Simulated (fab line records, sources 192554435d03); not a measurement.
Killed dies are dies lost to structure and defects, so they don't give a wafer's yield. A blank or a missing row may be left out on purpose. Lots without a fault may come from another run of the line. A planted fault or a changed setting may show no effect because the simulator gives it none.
fab line records | flow n5_finfet | part 2 of 2: steps 6 to 6 of 6
record lots=8 wafers=24 last_day=18
route steps=1938 shown SD_EPI_P@303 SD_ACTIVATION@330 ILD0@340 BEOL_M4@1111 PASSIVATION@1936
lots that met no fault: from a run of the same line without faults
start_h: hours from the record's first day to the start of the lot's first wafer shown | wait_h: hours since the lot's step before | " the same as in the row above | L1.1+2: a row that stands for several wafers | - no value, or no start given | * or withheld: withheld | < > ~ a bound
route shown NAME@n: a module of which the file shows steps, and the number in the route of the first | usual: mean/standard deviation of fault-free wafers | same: alike in all rows | chamber/n: place in a boat | sites: the reading at each site | _std_site: their standard deviation | _edge_site: outer sites' mean less inner sites' | radius_mm: how far each site lies from the wafer's centre | mask NAME#n: copy n | behind: the tool/chamber that last shaped the wafer | hold: why the lot was held/for how many hours/how that ended | device: the transistor (n, p or np) that didn't switch | end of line: the same wafers' tests at the end of the route | a step without rows: its recipe alone | killed: dies lost to structure and defects at the first sort, not the wafer's yield | map: a wafer's dies, x killed, . not, _ none there
set.NAME: the setting as run; set.NAME@STEP: as run at that earlier step | model.NAME: the simulator's own value behind a step, which no gauge read
steps of the route over a sample of lots; a table a step, a row a wafer
services: from which hour (start_h, from the record's first day; less than 0 if before it) a tool's chamber was out of use, for how many hours, and why
## steps
# step N5_PASSIVATION_PROBE_49
# usual defect_limited_yield=91.7/1.5 killed_at_M0_to_M3=32/10 killed_at_M4_up=14/5.3 killed_at_contacts=13/5.7 killed_at_front_end=37/10 killed_at_other=3.3/2.5 killed_dies=98/18 killed_open=65/13 killed_short=31/7.5 sort_bin_4_leakage=0.00/0.0099 sort_bin_5_function=4.9/0.91 sort_bin_6_memory=3.1/0.71 sort_n_pass=1082/18 sort_yield_pct=91.7/1.5
# same gross_dies=1180 killed_at_back_side=0 sort_bin_8_speed[%]=0
# columns lot.wafer tool chamber start_h wait_h defect_limited_yield[%] killed_at_M0_to_M3 killed_at_M4_up killed_at_contacts killed_at_front_end killed_at_other killed_dies killed_open killed_short sort_bin_4_leakage[%] sort_bin_5_function[%] sort_bin_6_memory[%] sort_n_pass sort_yield_pct[%]
L363.3 prober-01 - 316.77 0.1 91.9 29 8 12 43 4 96 68 27 0 4.2 3.5 1084 91.9
L363.4 prober-01 - 316.82 0.2 93.2 31 13 13 22 1 80 51 25 0 4.1 2.3 1100 93.2
L363.6 prober-01 - 316.92 0.3 91.8 29 21 18 24 5 97 72 24 0 5.2 3.0 1083 91.8
L364.1 prober-02 - 327.90 0.0 91.0 21 17 20 45 3 106 70 35 0 5.5 3.1 1074 91.0
L364.3 prober-02 - 328.00 0.1 91.4 20 24 10 43 5 102 70 28 0 3.9 4.3 1078 91.4
L364.6 prober-02 - 328.15 0.3 92.3 20 14 18 36 3 91 58 31 0 4.4 3.1 1089 92.3
L365.2 prober-02 - 331.64 0.1 88.9 52 31 7 36 5 131 85 46 0 6.8 3.8 1049 88.9
L365.3 prober-02 - 331.69 0.1 89.8 40 12 17 46 5 120 81 39 0 6.0 3.9 1060 89.8
L365.5 prober-02 - 331.79 0.2 91.8 30 12 15 38 2 97 66 30 0 4.6 3.5 1083 91.8
L367.1 prober-01 - 342.09 0.0 91.5 23 8 14 50 5 100 52 47 91.53 4.8 3.1 0 0
L367.2 prober-01 - 342.14 0.1 89.8 38 14 13 53 2 120 71 47 89.83 6.1 3.6 0 0
L367.4 prober-01 - 342.24 0.2 92.2 27 10 10 43 2 92 65 27 92.20 5.2 2.4 0 0
L369.2 prober-01 - 342.45 0.1 91.4 37 18 13 26 7 101 59 37 91.44 6.0 2.0 0 0
L369.3 prober-01 - 342.50 0.1 91.7 29 10 12 42 5 98 58 37 91.69 4.7 3.1 0 0
L369.6 prober-01 - 342.65 0.3 92.9 27 15 21 16 5 84 61 23 92.88 4.0 2.9 0 0
L376.4 prober-02 - 399.12 0.2 93.3 36 9 10 23 1 79 47 32 0 3.5 3.1 1101 93.3
L376.6 prober-02 - 399.22 0.3 91.9 32 11 12 38 2 95 66 29 0 4.7 3.4 1085 91.9
L381.2 prober-01 - 432.68 0.1 94.7 17 17 7 22 0 63 44 19 0 3.5 1.8 1117 94.7
L381.4 prober-01 - 432.78 0.2 92.9 22 13 18 28 3 84 64 19 0 4.3 2.5 1096 92.9
L381.5 prober-01 - 432.83 0.2 92.4 29 25 14 21 1 90 53 37 0 4.7 2.8 1090 92.4
L380.2 prober-02 - 434.63 0.1 91.0 29 12 16 47 2 106 69 36 0 5.6 3.1 1074 91.0
L380.3 prober-02 - 434.68 0.1 92.2 24 13 12 33 10 92 54 37 0 5.0 2.4 1088 92.2
L380.4 prober-02 - 434.73 0.2 89.2 41 16 23 47 1 128 82 46 0 6.2 4.4 1052 89.2
# killed by level:class
L363.3 FIN_SAQP:geometric_particle:open=13 MOL_CONTACT_COAG:geometric_particle:open=11 BEOL_M1:geometric_particle:open=10 STI_FIN_REVEAL:geometric_particle:open=8 FIN_SAQP:geometric_particle:short=7 DUMMY_GATE:geometric_particle:open=7 BEOL_M0_SAQP:geometric_particle:open=4 BEOL_M7:geometric_particle:open=4
L363.4 MOL_CONTACT_COAG:geometric_particle:open=11 BEOL_M2:geometric_particle:open=8 FIN_SAQP:geometric_particle:short=6 BEOL_M1:geometric_particle:open=6 BEOL_M0_SAQP:geometric_particle:short=4 BEOL_M2:geometric_particle:short=4 FIN_SAQP:geometric_particle:open=3 DUMMY_GATE:geometric_particle:open=3
L363.6 BEOL_M2:geometric_particle:open=19 BEOL_M4:geometric_particle:open=10 MOL_CONTACT_COAG:geometric_particle:short=9 MOL_CONTACT_COAG:geometric_particle:open=9 FIN_SAQP:geometric_particle:open=7 BEOL_M1:geometric_particle:open=5 BEOL_M5:geometric_particle:open=4 BEOL_M3:geometric_particle:open=3
L364.1 MOL_CONTACT_COAG:geometric_particle:open=14 GATE_CUT:geometric_particle:short=11 DUMMY_GATE:geometric_particle:open=11 FIN_SAQP:geometric_particle:open=7 MOL_CONTACT_COAG:geometric_particle:short=6 BEOL_M4:geometric_particle:open=6 BEOL_M2:geometric_particle:open=5 BEOL_M0_SAQP:geometric_particle:open=4
L364.3 BEOL_M4:geometric_particle:open=16 DUMMY_GATE:geometric_particle:open=10 MOL_CONTACT_COAG:geometric_particle:open=8 BEOL_M2:geometric_particle:open=8 FIN_SAQP:geometric_particle:short=6 BEOL_M0_SAQP:geometric_particle:open=6 GATE_CUT:geometric_particle:short=5 FIN_SAQP:geometric_particle:open=4
L364.6 MOL_CONTACT_COAG:geometric_particle:open=17 BEOL_M4:geometric_particle:open=8 FIN_SAQP:geometric_particle:short=7 GATE_CUT:geometric_particle:short=7 BEOL_M2:geometric_particle:open=7 BEOL_M0_SAQP:geometric_particle:open=5 STI_FIN_REVEAL:geometric_particle:open=5 FIN_SAQP:geometric_particle:open=4
L365.2 BEOL_M0_SAQP:geometric_particle:short=17 BEOL_M1:geometric_particle:open=10 BEOL_M4:geometric_particle:open=10 BEOL_M0_SAQP:geometric_particle:open=9 MOL_CONTACT_COAG:geometric_particle:open=7 BEOL_M3:geometric_particle:open=7 BEOL_M5:geometric_particle:open=6 STARTING-WAFER:geometric_particle:open=6
L365.3 MOL_CONTACT_COAG:geometric_particle:open=14 BEOL_M0_SAQP:geometric_particle:short=13 BEOL_M2:geometric_particle:open=9 FIN_SAQP:geometric_particle:open=8 STI_FIN_REVEAL:geometric_particle:open=8 DUMMY_GATE:geometric_particle:open=8 BEOL_M1:geometric_particle:open=6 BEOL_M4:geometric_particle:open=6
L365.5 STI_FIN_REVEAL:geometric_particle:open=12 MOL_CONTACT_COAG:geometric_particle:open=10 BEOL_M2:geometric_particle:open=9 GATE_CUT:geometric_particle:short=8 BEOL_M0_SAQP:geometric_particle:short=8 BEOL_M3:geometric_particle:open=6 MOL_CONTACT_COAG:geometric_particle:short=5 BEOL_M4:geometric_particle:open=5
L367.1 FIN_SAQP:geometric_particle:short=12 MOL_CONTACT_COAG:geometric_particle:open=12 FIN_SAQP:geometric_particle:open=7 DUMMY_GATE:geometric_particle:open=7 STARTING-WAFER:geometric_particle:short=7 STI_FIN_REVEAL:geometric_particle:open=6 BEOL_M0_SAQP:geometric_particle:short=6 BEOL_M3:geometric_particle:short=5
L367.2 FIN_SAQP:geometric_particle:short=22 MOL_CONTACT_COAG:geometric_particle:open=12 BEOL_M0_SAQP:geometric_particle:open=10 BEOL_M0_SAQP:geometric_particle:short=9 FIN_SAQP:geometric_particle:open=7 STI_FIN_REVEAL:geometric_particle:open=6 BEOL_M1:geometric_particle:open=6 BEOL_M6:geometric_particle:open=6
L367.4 STI_FIN_REVEAL:geometric_particle:open=14 FIN_SAQP:geometric_particle:short=10 MOL_CONTACT_COAG:geometric_particle:open=10 FIN_SAQP:geometric_particle:open=6 BEOL_M0_SAQP:geometric_particle:short=6 BEOL_M0_SAQP:geometric_particle:open=6 BEOL_M1:geometric_particle:open=6 BEOL_M2:geometric_particle:open=3
L369.2 BEOL_M0_SAQP:geometric_particle:open=12 BEOL_M0_SAQP:geometric_particle:short=11 MOL_CONTACT_COAG:geometric_particle:open=10 DUMMY_GATE:geometric_particle:open=6 BEOL_M3:geometric_particle:open=6 BEOL_M4:geometric_particle:open=6 STARTING-WAFER:geometric_particle:short=6 HKMG_FIN:area_etch=4
L369.3 FIN_SAQP:geometric_particle:open=12 BEOL_M0_SAQP:geometric_particle:short=11 MOL_CONTACT_COAG:geometric_particle:open=8 FIN_SAQP:geometric_particle:short=7 BEOL_M0_SAQP:geometric_particle:open=7 STI_FIN_REVEAL:geometric_particle:open=6 STI_FIN_REVEAL:geometric_particle:short=5 BEOL_M0:geometric_particle:open=4
L369.6 MOL_CONTACT_COAG:geometric_particle:open=17 BEOL_M0_SAQP:geometric_particle:open=10 BEOL_M4:geometric_particle:open=10 BEOL_M0_SAQP:geometric_particle:short=8 MOL_CONTACT_COAG:geometric_particle:short=4 BEOL_M5:geometric_particle:open=4 FIN_SAQP:geometric_particle:open=3 STI_FIN_REVEAL:geometric_particle:open=3
L376.4 BEOL_M2:geometric_particle:open=11 MOL_CONTACT_COAG:geometric_particle:open=9 BEOL_M0_SAQP:geometric_particle:short=9 BEOL_M0_SAQP:geometric_particle:open=6 FIN_SAQP:geometric_particle:short=5 BEOL_M2:geometric_particle:short=5 DUMMY_GATE:geometric_particle:open=4 BEOL_M4:geometric_particle:open=4
L376.6 STI_FIN_REVEAL:geometric_particle:open=16 BEOL_M2:geometric_particle:open=10 MOL_CONTACT_COAG:geometric_particle:open=9 BEOL_M0_SAQP:geometric_particle:open=7 BEOL_M4:geometric_particle:open=7 BEOL_M0_SAQP:geometric_particle:short=5 GATE_CUT:geometric_particle:short=4 BEOL_M1:geometric_particle:open=4
L381.2 BEOL_M4:geometric_particle:open=13 ILD0:geometric_particle:short=5 MOL_CONTACT_COAG:geometric_particle:open=5 BEOL_M3:geometric_particle:open=5 ILD0:geometric_particle:open=4 BEOL_M0_SAQP:geometric_particle:short=4 STI_FIN_REVEAL:geometric_particle:open=3 DUMMY_GATE:geometric_particle:open=3
L381.4 MOL_CONTACT_COAG:geometric_particle:open=16 BEOL_M1:geometric_particle:open=8 BEOL_M2:geometric_particle:open=6 BEOL_M4:geometric_particle:open=5 STI_FIN_REVEAL:geometric_particle:open=4 DUMMY_GATE:geometric_particle:open=4 GATE_CUT:geometric_particle:short=4 BEOL_M0_SAQP:geometric_particle:open=4
L381.5 BEOL_M4:geometric_particle:open=15 BEOL_M0_SAQP:geometric_particle:short=9 MOL_CONTACT_COAG:geometric_particle:open=8 FIN_SAQP:geometric_particle:short=7 MOL_CONTACT_COAG:geometric_particle:short=6 BEOL_M2:geometric_particle:open=5 BEOL_M3:geometric_particle:open=5 ILD0:geometric_particle:short=4
L380.2 FIN_SAQP:geometric_particle:open=14 MOL_CONTACT_COAG:geometric_particle:open=12 BEOL_M0_SAQP:geometric_particle:open=11 BEOL_M0_SAQP:geometric_particle:short=10 STI_FIN_REVEAL:geometric_particle:open=8 GATE_CUT:geometric_particle:short=8 FIN_SAQP:geometric_particle:short=6 MOL_CONTACT_COAG:geometric_particle:short=4
L380.3 FIN_SAQP:geometric_particle:open=12 BEOL_M0_SAQP:geometric_particle:short=8 BEOL_M0_SAQP:geometric_particle:open=8 MOL_CONTACT_COAG:geometric_particle:open=7 FIN_SAQP:geometric_particle:short=5 MOL_CONTACT_COAG:geometric_particle:short=5 GATE_CUT:geometric_particle:short=4 BEOL_M4:geometric_particle:short=4
L380.4 MOL_CONTACT_COAG:geometric_particle:open=19 BEOL_M0_SAQP:geometric_particle:short=19 FIN_SAQP:geometric_particle:open=16 BEOL_M0_SAQP:geometric_particle:open=12 GATE_CUT:geometric_particle:short=7 BEOL_M5:geometric_particle:open=6 STI_FIN_REVEAL:geometric_particle:open=5 BEOL_M3:geometric_particle:open=5
## services
# columns tool chamber start_h hours kind
rie_diel-06 0 60.17 - clean
rie_diel-06 0 60.17 - consumable_replace:focus_ring
rie_diel-06 0 60.17 19.7 scheduled_down
rie_diel-06 0 60.17 19.7 vent_cycle
rtp_anneal-02 - 66.57 5.7 pm
rie_diel-02 2 73.95 - clean
rie_diel-02 2 73.95 - consumable_replace:focus_ring
rie_diel-02 2 73.95 23.0 scheduled_down
rie_diel-02 2 73.95 23.0 vent_cycle
rie_diel-06 - 75.17 0.9 repair
cmp-04 - 82.16 0.4 repair
cmp-01 - 83.57 2.8 repair
rie_diel-04 2 96.92 132.0 repair
cmp-04 - 104.34 7.8 pm
cmp-02 - 119.48 4.0 pm
cmp-02 - 123.48 - consumable_replace:conditioner
cmp-02 - 123.48 - consumable_replace:pad
cmp-01 - 148.29 4.8 pm
rie_diel-02 2 161.44 8.3 repair
cmp-01 - 172.77 16.3 pm
rie_diel-06 1 180.43 - clean
rie_diel-06 1 180.43 - consumable_replace:focus_ring
rie_diel-02 1 183.49 5.8 repair
rie_diel-02 - 199.34 2.8 pm
## key
first_sign step=N5_SD_ACTIVATION_RTA_00 reading=lamp_zone_3_pct direction=up sigmas=51 usual=* struck=*
effect step=N5_SD_ACTIVATION_RTA_00 reading=lamp_zone_4_pct direction=up sigmas=51 usual=* struck=*
effect step=N5_BEOL_M4_RC_MEAS_101 reading=IOFF_P direction=up sigmas=16 usual=0.22 struck=0.81
effect step=N5_BEOL_M4_RC_MEAS_101 reading=IOFF_P_LIN direction=up sigmas=15 usual=0.100 struck=0.304
effect step=N5_BEOL_M4_RC_MEAS_101 reading=IOFF_P_85C direction=up sigmas=14 usual=3.7 struck=11.1
effect step=N5_BEOL_M4_RC_MEAS_101 reading=VT_P_LVT direction=up sigmas=7.7 usual=-99 struck=-75
effect step=N5_BEOL_M4_RC_MEAS_101 reading=ION_P direction=up sigmas=7.6 usual=464 struck=522
effect step=N5_BEOL_M4_RC_MEAS_101 reading=VT_P direction=up sigmas=6.6 usual=-251 struck=-227
effect step=N5_BEOL_M4_RC_MEAS_101 reading=REXT_P direction=down sigmas=6.1 usual=100.9 struck=84.5
effect step=N5_BEOL_M4_RC_MEAS_101 reading=DIBL_P direction=up sigmas=5.4 usual=37.2 struck=48.4
effect step=N5_BEOL_M4_RC_MEAS_101 reading=SS_P direction=up sigmas=3.3 usual=73.6 struck=75.8
effect step=N5_BEOL_M4_RC_MEAS_101 reading=CJ_N direction=missing
effect step=N5_BEOL_M4_RC_MEAS_101 reading=DIBL_N direction=missing
effect step=N5_BEOL_M4_RC_MEAS_101 reading=EOT_N direction=missing
effect step=N5_PASSIVATION_PROBE_49 reading=sort_bin_4_leakage direction=up sigmas=99+ usual=0.00 struck=91.60
met_at N5_SD_ACTIVATION_RTA_00
struck_lots L367,L369
not_acting_at N5_SD_EPI_P_CD_MEAS_09,N5_SD_EPI_P_ETCH_37,N5_ILD0_CMP_07
onset_between 92.79 112.79
fault kind=process_parameter_drift tool=rtp_anneal-01 chamber=- onset_h=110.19 steps=N5_SD_ACTIVATION_RTA_00 channel=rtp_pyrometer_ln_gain offset=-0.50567 shape=step end_h=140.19
